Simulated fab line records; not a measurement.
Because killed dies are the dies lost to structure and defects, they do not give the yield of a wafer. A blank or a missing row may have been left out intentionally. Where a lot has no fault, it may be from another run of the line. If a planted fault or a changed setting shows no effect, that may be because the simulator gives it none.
Struck lot and sound lot, side by side / flow nand_harc / 32 out of 1302 route steps
Sound: these wafers, L423.2, L423.4, L423.6. Struck: wafer L439.6 (L439.1, L439.5, from the same lot, were not struck and are left out); the cause is given at the end.
Per side, at each step with rows, come the tool, then ch with its chambers, and then its first start. Under that, the readings that differ: sound wafers / struck wafers / difference of the means / sigmas: that difference in standard deviations of wafers without a fault.
alike: words and numbers the same on both sides, and readings whose means are apart by under 2 such deviations; not compared: readings that were withheld, readings missing a value for some wafer, numbers with overlapping values and no deviation given by the record, and bounds like >300 which may hide the same value.
The two part at a step that has a row with sigmas, a row that says differs or no value, or rows on one side only. Numbers that don't overlap but have no deviation are shown without sigmas and don't part them. Lack of a reading on every wafer of one side parts them only where that side has two or more wafers.

first, 5 steps without rows for these wafers: NHARC_A_ONON_D2_DEP_19 (target thk 1000 nm); NHARC_A_ONON_D2_DEP_22 (target thk 1000 nm); NHARC_A_ONON_D2_DEP_25 (target thk 1000 nm); NHARC_A_ONON_D2_DEP_28 (target thk 1000 nm); NHARC_A_ONON_D2_DEP_33 (deposits SiO2, target thk 200 nm).
NHARC_A_CHANNEL_HOLE_D2_DEP_00: deposits aC, target thk 3100 nm.
  sound on acl_dep-02 ch 0, day 13 14:35; struck on acl_dep-03 ch 0, day 20 08:51
  alike: throttle_valve_pct
then, 25 steps without rows for these wafers: NHARC_A_CHANNEL_HOLE_D2_DEP_01 (deposits SiON, target thk 140 nm); NHARC_A_CHANNEL_HOLE_D2_DEHYDRATE_02 (time 120 s); NHARC_A_CHANNEL_HOLE_D2_HMDS_03 (time 30 s); NHARC_A_CHANNEL_HOLE_D2_COAT_36 (time 75 s); NHARC_A_CHANNEL_HOLE_D2_COAT_37 (time 65 s); NHARC_A_CHANNEL_HOLE_D2_COAT_04 (resist thk 90 nm); NHARC_A_CHANNEL_HOLE_D2_SOFTBAKE_05 (time 55 s); NHARC_A_CHANNEL_HOLE_D2_EBR_06; NHARC_A_CHANNEL_HOLE_D2_EXPOSE_07 (exposes mask HOLE D2, target cd 100 nm); NHARC_A_CHANNEL_HOLE_D2_PEB_08 (peb time 65 s); NHARC_A_CHANNEL_HOLE_D2_DEVELOP_09 (develop time 35 s); NHARC_A_CHANNEL_HOLE_D2_DESCUM_15 (chemistry O2, time 3 s); NHARC_A_CHANNEL_HOLE_D2_ETCH_38 (etches the open film in CF4, target depth 39 nm, time 65 s); NHARC_A_CHANNEL_HOLE_D2_ETCH_39 (etches the open film in N2/H2, target depth 260 nm, time 325 s); NHARC_A_CHANNEL_HOLE_D2_ETCH_34 (etches the open film in CF4/CHF3, target depth 154 nm, time 77 s); NHARC_A_CHANNEL_HOLE_D2_ETCH_16 (etches the open film in O2/COS, target depth 3100 nm, time 806 s); NHARC_A_CHANNEL_HOLE_D2_ETCH_19 (etches the open film in C4F8/O2/Ar, time 34.5 s); NHARC_A_CHANNEL_HOLE_D2_ETCH_20 (etches the open film in C4F8/O2/Ar, time 361.9 s, target depth 1600 nm); NHARC_A_CHANNEL_HOLE_D2_ETCH_21 (etches the open film in C4F8/O2/Ar, time 514.3 s, target depth 1600 nm); NHARC_A_CHANNEL_HOLE_D2_ETCH_22 (etches the open film in C4F8/O2/Ar, time 666.7 s, target depth 1600 nm); NHARC_A_CHANNEL_HOLE_D2_ETCH_23 (etches the open film in C4F8/O2/Ar, time 819 s, target depth 1600 nm); NHARC_A_CHANNEL_HOLE_D2_ETCH_24 (etches the open film in C4F8/O2/Ar, time 906.2 s, target depth 1500 nm); NHARC_A_CHANNEL_HOLE_D2_ETCH_25 (etches the open film in C4F8/O2/Ar, time 1040.2 s, target depth 1500 nm); NHARC_A_CHANNEL_HOLE_D2_ETCH_26 (etches the open film in C4F8/O2/Ar, time 224.1 s, target depth 300 nm); NHARC_A_CHANNEL_HOLE_D2_ETCH_27 (etches the open film in C4F8/O2/Ar, time 90 s, target depth 400 nm).
-- record jumps: 11 days between struck wafers' starts before vs after; left off in module A_CHANNEL_HOLE_D2, resumes in module END, first step shown is number 1302 of the route --
NHARC_END_SORT_01:
  the record has rows for the struck wafers here (prober-02 ch 0, day 31 16:46) and none for the sound ones

WHERE THEY PART
Only at NHARC_END_SORT_01, as far as this record shows.

WHY: whatever the simulator had introduced
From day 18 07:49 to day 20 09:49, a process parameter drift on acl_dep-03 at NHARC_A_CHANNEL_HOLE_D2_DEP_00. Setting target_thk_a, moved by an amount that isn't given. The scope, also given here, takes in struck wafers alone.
